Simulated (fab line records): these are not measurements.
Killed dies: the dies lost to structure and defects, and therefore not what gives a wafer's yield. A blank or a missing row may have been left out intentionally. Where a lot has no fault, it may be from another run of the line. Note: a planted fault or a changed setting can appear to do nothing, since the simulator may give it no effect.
Problem report, 8D (eight disciplines) form, completed by code    flow nandHarc    the parts of the form that need people (team, actions taken, sign-off) are left out

1. PROBLEM STATEMENT
Wafers without a fault read 1002 nm, standard deviation 11; thkNm at NHARC_A_ONON_D2_THK_MEAS_24 reads a mean of 623 nm on 6 wafers belonging to 2 lots. That is -34 standard deviations from the usual mean.
The step: measures by ellipsometry.
Earliest sighting: wafer L436.1 on filmMetro-02 at day 17 12:30. At this step, 42 wafers from 14 lots have a number in the record. Rule for "out", or "out of limits": more than 4 standard deviations from the usual mean. All remaining wafers that have a number are taken as sound.

2. WHAT IT IS, WHAT IT ISN'T
question                     is                      is not
which readings at this step  thkNm                   -
which lots                   L436, L438              L426, L427, L428, L429, L430, L431, L435, L442, L444, L445, L448, L449
which wafers of those lots   all that have a number  -
read on which gauges         filmMetro-02            filmMetro-01
when                         from day 17 12:30       up to then (21 sound wafers); but 15 sound wafers of L442, L444, L445, L448, L449 came after

3. WHAT RULES OUT EACH SUSPECT
Counting: a tool stays on the suspect list if, at a process step up to the reading, it processed all lots that are out and no sound lot following the first of them.
- the gauge at NHARC_A_ONON_D2_THK_MEAS_24 is ruled out. All the wafers that are out were read on filmMetro-02, but those of them that NHARC_END_SORT_01 has rows for are out there too, on other tools.
- pecvd-02 at NHARC_A_DECK1_JOINT_DEP_16 (deposits SiO2, target thk 45 nm): ruled out as a lasting fault. Following L436 (day 17 00:32), the first lot on it that is out, the sound lots L442, L444, L448, L449 were run on it.
- pecvdOnon-01 at NHARC_A_ONON_D2_DEP_22 (target thk 1000 nm): kept. It ran every lot that is out, first L436 (day 17 12:00), and no sound lot after that; its last sound lot up to then is L431 (day 15 04:37).
The count leaves pecvdOnon-01 at NHARC_A_ONON_D2_DEP_22.

4. THE CAUSE (what the simulator had put in)
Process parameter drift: pecvdOnon-01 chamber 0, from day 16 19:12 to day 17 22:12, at NHARC_A_ONON_D2_DEP_22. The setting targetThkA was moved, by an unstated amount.
This tool alone remained once counting was done.

5. SEQUENCE OF EFFECTS, ordered by route
One row per reading whose mean, taken over the struck wafers that have a number, lies over 3 standard deviations from the usual. Only readings for which the record gives a usual standard deviation are gone through. hours: the time from each lot's start at the first step in this table that gives one to its start at this step, as a median over the lots. sigmas: the change in usual standard deviations.
hours  step                         reading        usual    on struck wafers  change  sigmas
0      NHARC_A_ONON_D2_THK_MEAS_24  thkNm          1002 nm  623               -379    -34
287    NHARC_END_SORT_01            killedAtArray  59       673               +614    +32
287    NHARC_END_SORT_01            killedDies     64       677               +613    +32

6. WHAT WOULD HAVE CAUGHT IT SOONER
Counted from the fault's start at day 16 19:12, it took 17 hours until the first out-of-limits reading at a measuring or inspecting step in this record, taken at day 17 12:30.
Tool readings at NHARC_A_ONON_D2_DEP_22 with a usual standard deviation given in the record: none out on any struck wafer, hence no alarm at a limit of 4 standard deviations on them.
Of the lots that are out (2), L438 began NHARC_A_ONON_D2_DEP_22 on pecvdOnon-01 after day 17 12:30. Putting the tool on hold at that point would have spared it.
